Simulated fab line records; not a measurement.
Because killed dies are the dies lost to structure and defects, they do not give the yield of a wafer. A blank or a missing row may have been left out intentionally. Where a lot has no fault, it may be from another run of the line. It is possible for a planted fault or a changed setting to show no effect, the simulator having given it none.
fab line records + flow nandHarc
[record]
- lots = 14
- wafers = 41
- lastDay = 24
route steps=1159 shown P_GATE@216 P_CONTACT@232
lots untouched by any fault: they come from a run of this same line in which no faults occurred
startH: the number of hours between the record's first day and the start of the first shown wafer of the lot + waitH: how many hours have passed since the lot's step before this one + " identical to the entry in the row above + L1.1+2: a single row standing in for several wafers + - no value, or no start was given + * or withheld: withheld + < > ~ a bound
route shown NAME@n: names a module that has steps shown in the file, with the first one's number in the route + usual: the fault-free wafers' mean and standard deviation + same: alike in all rows + chamber/n: place in a boat + sites: the reading at each site + _std_site: the standard deviation of these + _edge_site: mean of outer sites minus mean of inner sites + radiusMm: for every site, how far away it sits from the centre of the wafer + mask NAME#n: copy n + behind: the most recent tool/chamber to have shaped the wafer + hold: what put the lot on hold/how long, in hours/how the hold closed + device: which transistor (n, p or np) failed to switch + end of line: the tests these same wafers got at the end of their route + where a step has no rows: the recipe by itself + killed: not the wafer's yield, but the dies lost to structure and defects at the first sort + map: a wafer's dies, marking killed ones x, the rest . and places with no die _
set.NAME: the run value of the setting; set.NAME@STEP: its run value at that earlier step + model.NAME: the simulator's own value behind a step, which no gauge read
the route's steps for a sample of lots (tables are steps, rows are wafers)
services: when a tool's chamber went out of use (startH, in hours from the record's first day, below 0 if earlier), for how many hours, and the reason
[[steps]]
[step NHARC_P_GATE_INSPECT_68]
[usual]
- rawDefectCount = 188/66
| lot.wafer | tool             | chamber | startH | waitH | rawDefectCount |
|-----------|------------------|---------|--------|-------|----------------|
| L529.3    | defectInspect-01 | -       | 108.13 | 0.1   | 268            |
| L529.4    | "                | -       | "      | "     | 200            |
| L529.6    | "                | -       | "      | "     | 248            |
| L530.1    | defectInspect-01 | -       | 118.43 | 0.2   | 232            |
| L530.4    | "                | -       | "      | "     | 191            |
| L530.6    | "                | -       | "      | "     | 160            |
| L531.2    | defectInspect-01 | -       | 118.60 | 0.1   | 131            |
| L531.3    | "                | -       | "      | "     | 166            |
| L531.6    | "                | -       | "      | "     | 207            |
| L533.2    | defectInspect-01 | -       | 134.02 | 0.1   | 116            |
| L533.5    | "                | -       | "      | "     | 171            |
| L533.6    | "                | -       | "      | "     | 108            |
| L536.1    | defectInspect-02 | -       | 146.34 | 0.2   | 130            |
| L536.2    | "                | -       | "      | "     | 129            |
| L536.5    | "                | -       | "      | "     | 91             |
| L535.2    | defectInspect-02 | -       | 147.57 | 0.1   | 159            |
| L535.3    | "                | -       | "      | "     | 163            |
| L535.5    | "                | -       | "      | "     | 131            |
| L537.1    | defectInspect-01 | -       | 156.09 | 0.2   | 168            |
| L537.2    | "                | -       | "      | "     | 190            |
| L537.4    | "                | -       | "      | "     | 188            |
| L538.1    | defectInspect-02 | -       | 160.50 | 0.2   | 159            |
| L538.4    | "                | -       | "      | "     | 225            |
| L538.5    | "                | -       | "      | "     | 183            |
| L542.1    | defectInspect-02 | -       | 186.13 | 0.2   | 153            |
| L542.3    | "                | -       | "      | "     | 125            |
| L542.5    | "                | -       | "      | "     | 225            |
| L543.3    | defectInspect-02 | -       | 196.82 | 0.1   | 175            |
| L543.4    | "                | -       | "      | "     | 119            |
| L544.4    | defectInspect-02 | -       | 202.71 | 0.1   | 144            |
| L544.5    | "                | -       | "      | "     | 146            |
| L544.6    | "                | -       | "      | "     | 191            |
| L549.1    | defectInspect-01 | -       | 218.03 | 0.2   | 218            |
| L549.2    | "                | -       | "      | "     | 136            |
| L549.4    | "                | -       | "      | "     | 166            |
| L547.2    | defectInspect-01 | -       | 224.61 | 0.1   | 357            |
| L547.3    | "                | -       | "      | "     | 303            |
| L547.6    | "                | -       | "      | "     | 249            |
| L550.2    | defectInspect-02 | -       | 235.88 | 0.1   | 274            |
| L550.3    | "                | -       | "      | "     | 156            |
| L550.4    | "                | -       | "      | "     | 251            |
[step NHARC_P_CONTACT_CD_MEAS_12]
[recipe]
- targetCdNm = 90
- landingEnergyEv = 500
[usual]
- cdNm = 89.8/0.74
| lot.wafer | tool     | chamber | startH | waitH | cdNm |
|-----------|----------|---------|--------|-------|------|
| L529.3    | cdSem-03 | 0       | 110.01 | -     | 90.3 |
| L529.4    | "        | 0       | "      | "     | 90.4 |
| L529.6    | "        | 0       | "      | "     | 89.9 |
| L530.1    | cdSem-02 | 0       | 119.91 | -     | 90.0 |
| L530.4    | "        | 0       | "      | "     | 89.5 |
| L530.6    | "        | 0       | "      | "     | 89.3 |
| L531.2    | cdSem-03 | 0       | 120.49 | -     | 90.3 |
| L531.3    | "        | 0       | "      | "     | 91.6 |
| L531.6    | "        | 0       | "      | "     | 90.7 |
| L533.2    | cdSem-03 | 0       | 135.51 | -     | 89.4 |
| L533.5    | "        | 0       | "      | "     | 89.2 |
| L533.6    | "        | 0       | "      | "     | 89.1 |
| L536.1    | cdSem-01 | 0       | 147.87 | -     | 88.4 |
| L536.2    | "        | 0       | "      | "     | 89.0 |
| L536.5    | "        | 0       | "      | "     | 88.2 |
| L535.2    | cdSem-03 | 0       | 149.18 | -     | 89.1 |
| L535.3    | "        | 0       | "      | "     | 89.3 |
| L535.5    | "        | 0       | "      | "     | 89.2 |
| L537.1    | cdSem-02 | 0       | 158.21 | -     | 87.8 |
| L537.2    | "        | 0       | "      | "     | 89.4 |
| L537.4    | "        | 0       | "      | "     | 89.2 |
| L538.1    | cdSem-03 | 0       | 162.23 | -     | 89.8 |
| L538.4    | "        | 0       | "      | "     | 90.4 |
| L538.5    | "        | 0       | "      | "     | 91.1 |
| L542.1    | cdSem-03 | 0       | 187.73 | -     | 90.0 |
| L542.3    | "        | 0       | "      | "     | 90.6 |
| L542.5    | "        | 0       | "      | "     | 91.0 |
| L543.3    | cdSem-01 | 0       | 198.67 | -     | 88.8 |
| L543.4    | "        | 0       | "      | "     | 89.5 |
| L544.4    | cdSem-03 | 0       | 204.57 | -     | 90.7 |
| L544.5    | "        | 0       | "      | "     | 90.4 |
| L544.6    | "        | 0       | "      | "     | 91.1 |
| L549.1    | cdSem-02 | 0       | 219.65 | -     | 89.1 |
| L549.2    | "        | 0       | "      | "     | 88.6 |
| L549.4    | "        | 0       | "      | "     | 89.3 |
| L547.2    | cdSem-01 | 0       | 226.33 | -     | 89.7 |
| L547.3    | "        | 0       | "      | "     | 90.5 |
| L547.6    | "        | 0       | "      | "     | 89.6 |
| L550.2    | cdSem-03 | 0       | 237.55 | -     | 90.5 |
| L550.3    | "        | 0       | "      | "     | 90.1 |
| L550.4    | "        | 0       | "      | "     | 90.6 |
[step NHARC_P_CONTACT_ETCH_18]
[recipe]
- targetDepthA = 4810
- timeS = 240.5
- c4f8FlowSccm = 20
- o2FlowSccm = 10
- arFlowSccm = withheld
- rfW = 600
- biasW = 1500
- chemistry = C4F8/O2/Ar
[usual]
- oesProductAu = 0.963/0.017
- rfVppV = 981/5.5
| lot.wafer | tool       | chamber | startH | waitH | oesProductAu | rfHoursCounterH | rfVppV |
|-----------|------------|---------|--------|-------|--------------|-----------------|--------|
| L529.3    | rieDiel-02 | 3       | -      | -     | 0.980        | 7               | 986    |
| L529.4    | "          | 0       | "      | "     | 0.972        | 12              | 987    |
| L529.6    | "          | 1       | "      | "     | 0.962        | -               | 974    |
| L530.1    | rieDiel-07 | 0       | -      | -     | 0.976        | 23              | 979    |
| L530.4    | "          | 2       | "      | "     | 0.991        | 26              | 987    |
| L530.6    | "          | 3       | "      | "     | 0.960        | -               | 985    |
| L531.2    | rieDiel-13 | 0       | -      | -     | 0.990        | 2               | 975    |
| L531.3    | "          | 1       | "      | "     | 0.960        | 2               | 985    |
| L531.6    | "          | 3       | "      | "     | 0.971        | -               | 988    |
| L533.2    | rieDiel-13 | 1       | -      | -     | 0.911        | 3               | 988    |
| L533.6    | "          | 3       | "      | "     | 0.927        | -               | 988    |
| L533.5    | "          | 0       | "      | "     | 0.937        | -               | 974    |
| L536.2    | rieDiel-02 | 0       | -      | -     | 0.959        | 15              | 987    |
| L536.1    | "          | 3       | "      | "     | 0.958        | 10              | 986    |
| L536.5    | "          | 1       | "      | "     | 0.975        | -               | 976    |
| L535.2    | rieDiel-02 | 2       | -      | -     | 0.959        | 14              | 976    |
| L535.3    | "          | 3       | "      | "     | 0.955        | 10              | 986    |
| L535.5    | "          | 1       | "      | "     | 0.970        | -               | 976    |
| L537.4    | rieDiel-13 | 1       | -      | -     | 0.918        | 5               | 986    |
| L537.1    | "          | 2       | "      | "     | 0.927        | 6               | 977    |
| L537.2    | "          | 3       | "      | "     | 0.942        | 6               | 988    |
| L538.1    | rieDiel-02 | 1       | -      | -     | 0.964        | 1               | 975    |
| L538.4    | "          | 3       | "      | "     | 0.988        | 1               | 985    |
| L538.5    | "          | 0       | "      | "     | 0.971        | -               | 987    |
| L542.3    | rieDiel-13 | 3       | -      | -     | 0.947        | 9               | 986    |
| L542.1    | "          | 1       | "      | "     | 0.952        | 10              | 987    |
| L542.5    | "          | 3       | "      | "     | 0.954        | -               | 988    |
| L543.3    | rieDiel-07 | 2       | -      | -     | 0.990        | 53              | 988    |
| L543.4    | "          | 3       | "      | "     | 0.976        | 47              | 984    |
| L544.4    | rieDiel-02 | 3       | -      | -     | 0.977        | 5               | 986    |
| L544.5    | "          | 2       | "      | "     | 0.970        | -               | 977    |
| L544.6    | "          | 3       | "      | "     | 0.984        | -               | 985    |
| L549.4    | rieDiel-02 | 2       | -      | -     | 0.966        | 7               | 975    |
| L549.2    | "          | 3       | "      | "     | 0.968        | 7               | 986    |
| L549.1    | "          | 0       | "      | "     | 0.970        | 7               | 988    |
| L547.2    | rieDiel-13 | 0       | -      | -     | 0.972        | 12              | 975    |
| L547.3    | "          | 1       | "      | "     | 0.964        | 13              | 985    |
| L547.6    | "          | 3       | "      | "     | 0.960        | -               | 988    |
| L550.4    | rieDiel-13 | 2       | -      | -     | 0.942        | 13              | 977    |
| L550.3    | "          | 3       | "      | "     | 0.956        | 12              | 988    |
| L550.2    | "          | 0       | "      | "     | 0.982        | 13              | 976    |
[step NHARC_P_CONTACT_ALD_22]
[recipe]
- targetThkA = 30
- pulseTimeS = 1
- aldCycles = 150
- tempC = 450
- material = TiN
[usual]
- aldCycles = 150/0
- heaterPowerW = 1145/130
- precursorPulseHeightRel = 1.000/0.019
| lot.wafer | tool        | chamber | startH | waitH | aldCycles | heaterPowerW | precursorPulseHeightRel |
|-----------|-------------|---------|--------|-------|-----------|--------------|-------------------------|
| L529.4    | aldMetal-04 | 2       | 112.13 | -     | 150       | 1328         | 0.992                   |
| L529.3    | "           | 3       | "      | "     | 150       | 1291         | 0.982                   |
| L529.6    | "           | 0       | "      | "     | 150       | 1126         | 1.018                   |
| L530.4    | aldMetal-02 | 3       | 121.97 | -     | 150       | 934          | 0.999                   |
| L530.1    | "           | 1       | "      | "     | 150       | 1147         | 0.989                   |
| L530.6    | "           | 2       | "      | "     | 150       | 1220         | 0.996                   |
| L531.2    | aldMetal-04 | 0       | 122.54 | -     | 150       | 1076         | 1.020                   |
| L531.3    | "           | 1       | "      | "     | 150       | 993          | 0.991                   |
| L531.6    | "           | 3       | "      | "     | 150       | 1311         | 0.993                   |
| L533.2    | aldMetal-04 | 0       | 137.57 | -     | 150       | 1071         | 0.978                   |
| L533.5    | "           | 3       | "      | "     | 150       | 1324         | 1.002                   |
| L533.6    | "           | 0       | "      | "     | 150       | 1115         | 0.970                   |
| L536.1    | aldMetal-02 | 2       | 149.90 | -     | 150       | 1216         | 0.993                   |
| L536.2    | "           | 0       | "      | "     | 150       | 1072         | 1.010                   |
| L536.5    | "           | 2       | "      | "     | 150       | 1198         | 0.971                   |
| L535.2    | aldMetal-02 | 0       | 151.24 | -     | 150       | 1075         | 1.012                   |
| L535.3    | "           | 1       | "      | "     | 150       | 1172         | 1.017                   |
| L535.5    | "           | 2       | "      | "     | 150       | 1188         | 1.026                   |
| L537.2    | aldMetal-02 | 0       | 160.25 | -     | 150       | 1068         | 0.957                   |
| L537.4    | "           | 2       | "      | "     | 150       | 1190         | 0.976                   |
| L537.1    | "           | 3       | "      | "     | 150       | 947          | 0.998                   |
| L538.1    | aldMetal-04 | 2       | 164.28 | -     | 145       | 1379         | 0.995                   |
| L538.4    | "           | 0       | "      | "     | 145       | 1080         | 1.029                   |
| L538.5    | "           | 3       | "      | "     | 150       | 1360         | 0.990                   |
| L542.1    | aldMetal-04 | 0       | 189.93 | -     | 145       | 1075         | 0.999                   |
| L542.3    | "           | 1       | "      | "     | 150       | 1024         | 0.966                   |
| L542.5    | "           | 2       | "      | "     | 150       | 1362         | 1.014                   |
| L543.3    | aldMetal-04 | 3       | 200.75 | -     | 150       | 1336         | 0.988                   |
| L543.4    | "           | 0       | "      | "     | 145       | 1106         | 0.987                   |
| L544.4    | aldMetal-03 | 0       | 206.76 | -     | 150       | 1059         | 1.013                   |
| L544.5    | "           | 1       | "      | "     | 150       | 1180         | 0.986                   |
| L544.6    | "           | 2       | "      | "     | 150       | 1054         | 1.033                   |
| L549.1    | aldMetal-02 | 2       | 221.69 | -     | 150       | 1183         | 0.994                   |
| L549.2    | "           | 3       | "      | "     | 150       | 885          | 0.996                   |
| L549.4    | "           | 2       | "      | "     | 150       | 1176         | 0.997                   |
| L547.2    | aldMetal-02 | 0       | 228.37 | -     | 150       | 1056         | 0.990                   |
| L547.3    | "           | 2       | "      | "     | 150       | 1188         | 1.038                   |
| L547.6    | "           | 0       | "      | "     | 150       | 1064         | 0.987                   |
| L550.3    | aldMetal-02 | 2       | 239.58 | -     | 150       | 1229         | 1.012                   |
| L550.2    | "           | 0       | "      | "     | 150       | 1077         | 1.009                   |
| L550.4    | "           | 2       | "      | "     | 150       | 1176         | 0.983                   |
[[services]]
| tool        | chamber | startH | hours | kind      |
|-------------|---------|--------|-------|-----------|
| rieDiel-02  | 3       | 92.90  | 8.1   | repair    |
| rieDiel-13  | -       | 99.00  | 9.0   | pm        |
| rieDiel-13  | 0       | 99.00  | 9.0   | ventCycle |
| aldMetal-04 | 3       | 99.37  | 8.6   | repair    |
| rieDiel-07  | 3       | 112.13 | 6.7   | repair    |
| aldMetal-02 | 3       | 126.61 | 29.1  | repair    |
| aldMetal-03 | -       | 144.00 | 10.0  | pm        |
| rieDiel-02  | -       | 150.71 | 9.0   | pm        |
| aldMetal-02 | -       | 186.00 | 10.0  | pm        |
| aldMetal-02 | 0       | 186.00 | 10.0  | ventCycle |
| aldMetal-02 | 1       | 186.00 | 10.0  | ventCycle |
| aldMetal-02 | 2       | 186.00 | 10.0  | ventCycle |
| aldMetal-02 | 3       | 186.00 | 10.0  | ventCycle |
| aldMetal-04 | 2       | 194.20 | 10.8  | repair    |
| aldMetal-02 | 0       | 196.00 | -     | clean     |
| aldMetal-02 | 1       | 196.00 | -     | clean     |
| aldMetal-02 | 2       | 196.00 | -     | clean     |
| aldMetal-02 | 3       | 196.00 | -     | clean     |
| rieDiel-13  | 3       | 200.90 | 8.6   | repair    |
| aldMetal-02 | 1       | 209.48 | 26.4  | repair    |
| rieDiel-02  | 3       | 222.69 | 4.1   | repair    |
| aldMetal-02 | 3       | 225.86 | 27.1  | repair    |
| aldMetal-04 | -       | 228.16 | 10.0  | pm        |
| rieDiel-07  | -       | 228.25 | 9.0   | pm        |
[[key]]
[firstSign]
- step = NHARC_P_CONTACT_ALD_22
- reading = aldCycles
- direction = down
- sigmas = 99+
- usual = 150
- struck = 145
effect none on later readings
metAt NHARC_P_CONTACT_ALD_22
struckLots L538,L542,L543
struckWafers L538.1,L538.4,L542.1,L543.4
sortLeftOut L543.4
testerLeftOut L538,L542,L543
notActingAt NHARC_P_GATE_INSPECT_68,NHARC_P_CONTACT_CD_MEAS_12,NHARC_P_CONTACT_ETCH_18
onsetBetween 137.57 164.28
[fault]
- kind = processParameterDrift
- tool = aldMetal-04
- chamber = -
- onsetH = 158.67
- steps = NHARC_P_CONTACT_ALD_22
- channel = aldCycles
- offset = -5
- shape = step
- endH = 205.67
- scope = struckWafersOnly
- actsIn = theseRecipesOnly
- stated = 150
// testerLeftOut: of these lots the tester's yield and bins aren't shown, on N5 and GAA mostly nor the transistor test; their killed dies are dies lost to structure and defects alone, not to doping, threshold or leakage, so they don't give the yield
// sortLeftOut: the simulated sort isn't trusted on such a fault, so these wafers' sort isn't shown, and their yield isn't known
